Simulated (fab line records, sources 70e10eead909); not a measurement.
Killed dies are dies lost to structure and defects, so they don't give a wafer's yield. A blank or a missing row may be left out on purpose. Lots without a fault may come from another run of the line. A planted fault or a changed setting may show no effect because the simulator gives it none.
Which tool did it? | flow nand_harc | 23 lots, 69 wafers sampled, at 3 steps of a route of 1302

WHAT THE GAUGES READ, wafer by wafer
NHARC_A_SGD_CUT_INSPECT_25.
lot  | measured     | on                | raw_defect_count
L074 | day 19 00:28 | defect_inspect-02 | 442 330 389
L076 | day 20 05:17 | defect_inspect-02 | 301 402 372
L075 | day 20 05:17 | defect_inspect-01 | 296 267 397
L078 | day 20 20:01 | defect_inspect-01 | 303 310 505
L079 | day 20 19:56 | defect_inspect-01 | 435 402 389
L077 | day 20 19:58 | defect_inspect-02 | 412 601 454
L081 | day 21 22:17 | defect_inspect-02 | 377 309 332
L080 | day 22 14:30 | defect_inspect-01 | 446 303 343
L084 | day 23 07:16 | defect_inspect-02 | 432 389 620
L082 | day 23 07:15 | defect_inspect-01 | 349 365 346
L086 | day 23 20:14 | defect_inspect-02 | 369 282 235
L083 | day 23 20:15 | defect_inspect-01 | 346 374 357
L087 | day 24 10:34 | defect_inspect-02 | 513 360 417
L085 | day 24 10:37 | defect_inspect-01 | 323 326 350
L091 | day 25 21:19 | defect_inspect-02 | 390 436 330
L090 | day 25 21:13 | defect_inspect-02 | 390 320 376
L089 | day 25 21:19 | defect_inspect-02 | 462 371 348
L088 | day 25 21:23 | defect_inspect-02 | 347 390 368
L092 | day 26 23:53 | defect_inspect-01 | 307 367 372
L094 | day 27 18:04 | defect_inspect-01 | 392 329 305
L093 | day 27 18:04 | defect_inspect-02 | 403 332 323
L095 | day 27 18:04 | defect_inspect-02 | 536 403 530
L096 | day 29 02:39 | defect_inspect-02 | 374 416 333

WHICH TOOL RAN EACH LOT (tool, then ch and the chambers of the sampled wafers, then the start)
lot  | NHARC_A_SGD_CUT_ETCH_59                       | NHARC_A_SGD_CUT_STRIP_28
L074 | rie_diel-08 ch 0,1,2, day 19 00:21 or earlier | rie_diel-09 ch 0,1,2, day 19 00:21
L076 | rie_diel-08 ch 2,3, day 20 05:17 or earlier   | rie_diel-08 ch 1,2, day 20 05:17 or earlier
L075 | rie_diel-05 ch 1,3, day 20 05:17 or earlier   | rie_diel-05 ch 0,1, day 20 05:17 or earlier
L078 | rie_diel-09 ch 0,1,2, day 20 20:01 or earlier | rie_diel-08 ch 0,1,2, day 20 20:01 or earlier
L079 | rie_diel-09 ch 0,2,3, day 20 19:56 or earlier | rie_diel-05 ch 0,1,3, day 20 19:56 or earlier
L077 | rie_diel-08 ch 0,1,3, day 20 19:58 or earlier | rie_diel-08 ch 0,1,3, day 20 19:58 or earlier
L081 | rie_diel-05 ch 0,1,2, day 21 22:17 or earlier | rie_diel-08 ch 0,1,3, day 21 22:17 or earlier
L080 | rie_diel-09 ch 1,2,3, day 22 14:30 or earlier | rie_diel-05 ch 1,3, day 22 14:30 or earlier
L084 | rie_diel-08 ch 0,1, day 23 07:16 or earlier   | rie_diel-08 ch 1,2, day 23 07:16 or earlier
L082 | rie_diel-09 ch 0,1,3, day 23 07:15 or earlier | rie_diel-05 ch 0,2,3, day 23 07:15 or earlier
L086 | rie_diel-09 ch 0,1,3, day 23 20:14 or earlier | rie_diel-09 ch 1,2, day 23 20:14 or earlier
L083 | rie_diel-08 ch 0,1,3, day 23 20:15 or earlier | rie_diel-05 ch 0,1,2, day 23 20:15 or earlier
L087 | rie_diel-05 ch 0,1,2, day 24 10:34 or earlier | rie_diel-09 ch 0,1,2, day 24 10:34 or earlier
L085 | rie_diel-09 ch 0,3, day 24 10:37 or earlier   | rie_diel-08 ch 0,3, day 24 10:37 or earlier
L091 | rie_diel-08 ch 1,2,3, day 25 21:13 or earlier | rie_diel-05 ch 0,1, day 25 21:13
L090 | rie_diel-09 ch 0,2, day 25 21:13 or earlier   | rie_diel-09 ch 0,3, day 25 21:13 or earlier
L089 | rie_diel-08 ch 0,1,2, day 25 21:19 or earlier | rie_diel-08 ch 1,2,3, day 25 21:19 or earlier
L088 | rie_diel-09 ch 0,1,3, day 25 21:23 or earlier | rie_diel-08 ch 1,2,3, day 25 21:23 or earlier
L092 | rie_diel-05 ch 0,1,3, day 26 23:53 or earlier | rie_diel-05 ch 0,2,3, day 26 23:53 or earlier
L094 | rie_diel-05 ch 0,2,3, day 27 18:04 or earlier | rie_diel-08 ch 0,2,3, day 27 18:04 or earlier
L093 | rie_diel-09 ch 2,3, day 27 18:04 or earlier   | rie_diel-05 ch 1,2,3, day 27 18:04 or earlier
L095 | rie_diel-08 ch 0,3, day 27 18:04 or earlier   | rie_diel-09 ch 0,1, day 27 18:04 or earlier
L096 | rie_diel-05 ch 0,1,3, day 29 02:39 or earlier | rie_diel-05 ch 1,2,3, day 29 02:39 or earlier
- NHARC_A_SGD_CUT_ETCH_59: etches the open film in N2/H2, target depth 260 nm, time 406.25 s.
- NHARC_A_SGD_CUT_STRIP_28: strips in O2, time 20 s.

WHAT THE TOOLS THEMSELVES READ (means of the sampled wafers that have a number; where no wafer has one, the mark that the record gives instead)
NHARC_A_SGD_CUT_ETCH_59.
lot  | tool        | bias_w (W) | chamber_pressure_mTorr (mTorr) | drypump_motor_current_A (A) | h2_flow_sccm (sccm) | oes_product_au (a.u.) | rf_vpp_V (V) | showerhead_plenum_p_Torr (Torr) | throttle_valve_pct (%)
L074 | rie_diel-08 | 150.4      | 29.990                         | 5.43                        | 150.4               | 1.000                 | 428.9        | 1.98                            | 14.165
L076 | rie_diel-08 | 150.2      | 30.017                         | 5.19                        | 149.2               | 1.000                 | 432.6        | 2.11                            | 14.175
L075 | rie_diel-05 | 149.5      | 30.006                         | 5.30                        | 149.9               | 1.002                 | 427.6        | 1.97                            | 14.163
L078 | rie_diel-09 | 150.1      | 30.020                         | 5.53                        | 150.1               | 0.995                 | 428.1        | 1.95                            | 14.172
L079 | rie_diel-09 | 150.2      | 29.988                         | 5.70                        | 150.1               | 0.995                 | 427.2        | 1.94                            | 14.175
L077 | rie_diel-08 | 149.8      | 29.986                         | 5.65                        | 149.8               | 0.997                 | 429.7        | 2.00                            | 14.171
L081 | rie_diel-05 | 149.7      | 30.008                         | 5.23                        | 150.2               | 1.002                 | 430.6        | 2.05                            | 14.173
L080 | rie_diel-09 | 149.8      | 30.024                         | 5.66                        | 150.3               | 0.993                 | 426.6        | 1.91                            | 14.170
L084 | rie_diel-08 | 149.7      | 30.020                         | 5.59                        | 150.0               | 0.992                 | 427.2        | 1.92                            | 14.164
L082 | rie_diel-09 | 150.0      | 30.007                         | 5.71                        | 149.8               | 0.990                 | 428.8        | 1.96                            | 14.171
L086 | rie_diel-09 | 150.2      | 30.014                         | 5.71                        | 150.3               | 0.992                 | 428.3        | 1.96                            | 14.172
L083 | rie_diel-08 | 149.9      | 29.998                         | 5.64                        | 149.8               | 1.003                 | 429.3        | 2.00                            | 14.174
L087 | rie_diel-05 | 149.8      | 29.958                         | 5.26                        | 149.8               | 1.003                 | 431.8        | 2.05                            | 14.160
L085 | rie_diel-09 | 149.8      | 30.006                         | 5.75                        | 150.4               | 1.000                 | 429.0        | 1.99                            | 14.163
L091 | rie_diel-08 | 150.4      | 29.972                         | 5.50                        | 149.8               | 1.008                 | 430.5        | 2.06                            | 14.172
L090 | rie_diel-09 | 150.0      | 30.039                         | 5.56                        | 150.3               | 0.984                 | 427.4        | 1.94                            | 14.168
L089 | rie_diel-08 | 150.1      | 30.004                         | 5.44                        | 149.4               | 1.007                 | 429.0        | 1.98                            | 14.165
L088 | rie_diel-09 | 150.1      | 29.992                         | 5.69                        | 150.7               | 0.998                 | 428.5        | 1.96                            | 14.172
L092 | rie_diel-05 | 149.6      | 30.007                         | 5.18                        | 150.2               | 0.999                 | 430.9        | 2.03                            | 14.167
L094 | rie_diel-05 | 150.1      | 29.975                         | 5.31                        | 149.9               | 0.988                 | 431.7        | 2.08                            | 14.167
L093 | rie_diel-09 | 149.6      | 30.001                         | 5.82                        | 150.1               | 1.000                 | 426.9        | 1.90                            | 14.172
L095 | rie_diel-08 | 150.2      | 29.992                         | 5.46                        | 149.8               | 0.994                 | 429.5        | 1.99                            | 14.169
L096 | rie_diel-05 | 150.1      | 30.005                         | 5.17                        | 150.1               | 0.998                 | 429.2        | 2.03                            | 14.168

NHARC_A_SGD_CUT_STRIP_28.
lot  | tool        | chamber_pressure_mTorr (mTorr) | drypump_motor_current_A (A) | oes_product_au (a.u.) | rf_vpp_V (V) | showerhead_plenum_p_Torr (Torr) | throttle_valve_pct (%)
L074 | rie_diel-09 | 59.93                          | 5.6                         | 0.992                 | 57.0         | 3.39                            | 17.038
L076 | rie_diel-08 | 60.05                          | 5.6                         | 1.005                 | 58.1         | 3.44                            | 17.043
L075 | rie_diel-05 | 59.97                          | 5.1                         | 1.000                 | 58.8         | 3.61                            | 17.028
L078 | rie_diel-08 | 60.02                          | 5.4                         | 1.005                 | 58.3         | 3.43                            | 17.028
L079 | rie_diel-05 | 60.00                          | 5.2                         | 1.011                 | 57.2         | 3.51                            | 17.036
L077 | rie_diel-08 | 59.94                          | 5.6                         | 1.003                 | 58.4         | 3.47                            | 17.035
L081 | rie_diel-08 | 60.00                          | 5.6                         | 0.989                 | 57.9         | 3.46                            | 17.049
L080 | rie_diel-05 | 60.00                          | 5.3                         | 1.004                 | 57.5         | 3.37                            | 17.042
L084 | rie_diel-08 | 59.98                          | 5.6                         | 1.003                 | 57.5         | 3.43                            | 17.036
L082 | rie_diel-05 | 60.02                          | 5.3                         | 0.999                 | 58.7         | 3.59                            | 17.036
L086 | rie_diel-09 | 60.07                          | 5.5                         | 0.995                 | 57.1         | 3.34                            | 17.036
L083 | rie_diel-05 | 59.98                          | 5.3                         | 1.009                 | 58.2         | 3.54                            | 17.038
L087 | rie_diel-09 | 59.99                          | 5.5                         | 0.986                 | 56.9         | 3.39                            | 17.044
L085 | rie_diel-08 | 60.01                          | 5.5                         | 0.996                 | 57.0         | 3.45                            | 17.026
L091 | rie_diel-05 | 59.98                          | 5.1                         | 0.991                 | 56.5         | 3.61                            | 17.034
L090 | rie_diel-09 | 59.99                          | 5.7                         | 0.993                 | 57.7         | 3.44                            | 17.036
L089 | rie_diel-08 | 59.97                          | 5.5                         | 1.002                 | 57.9         | 3.55                            | 17.037
L088 | rie_diel-08 | 60.00                          | 5.5                         | 0.997                 | 57.2         | 3.55                            | 17.040
L092 | rie_diel-05 | 60.02                          | 5.3                         | 0.998                 | 57.6         | 3.59                            | 17.043
L094 | rie_diel-08 | 59.99                          | 5.3                         | 1.001                 | 57.5         | 3.54                            | 17.047
L093 | rie_diel-05 | 60.01                          | 5.4                         | 0.988                 | 58.0         | 3.45                            | 17.034
L095 | rie_diel-09 | 60.04                          | 5.6                         | 0.988                 | 57.3         | 3.46                            | 17.049
L096 | rie_diel-05 | 59.97                          | 5.4                         | 1.005                 | 57.1         | 3.45                            | 17.037

THE ANSWER, worked out from the rows above alone
Rule: what is usual is taken from the lots themselves. Put in order of their means at a reading, lots are off if they are a third of the lots or fewer, leave a main group of 4 or more, and stand apart from it by a gap of 3 or more times the standard deviation of the main group's means; of several such gaps the widest counts. A main group whose means are all the same, to the digits that the tables above print for the reading, isn't used. A lot without any number at a reading at which 4 lots or more have one is off too. The other lots that the step has rows for count as sound. The gauges are gone through in route order, then the tools' own readings, and for those a lot's mean is taken as printed above. The first step at which some lot is off is used, and at that step the reading that is off furthest; a lot without a number counts as furthest.
No lot is off at any reading shown: from this, nothing can be told.

WHAT THE SIMULATOR HAD PUT IN
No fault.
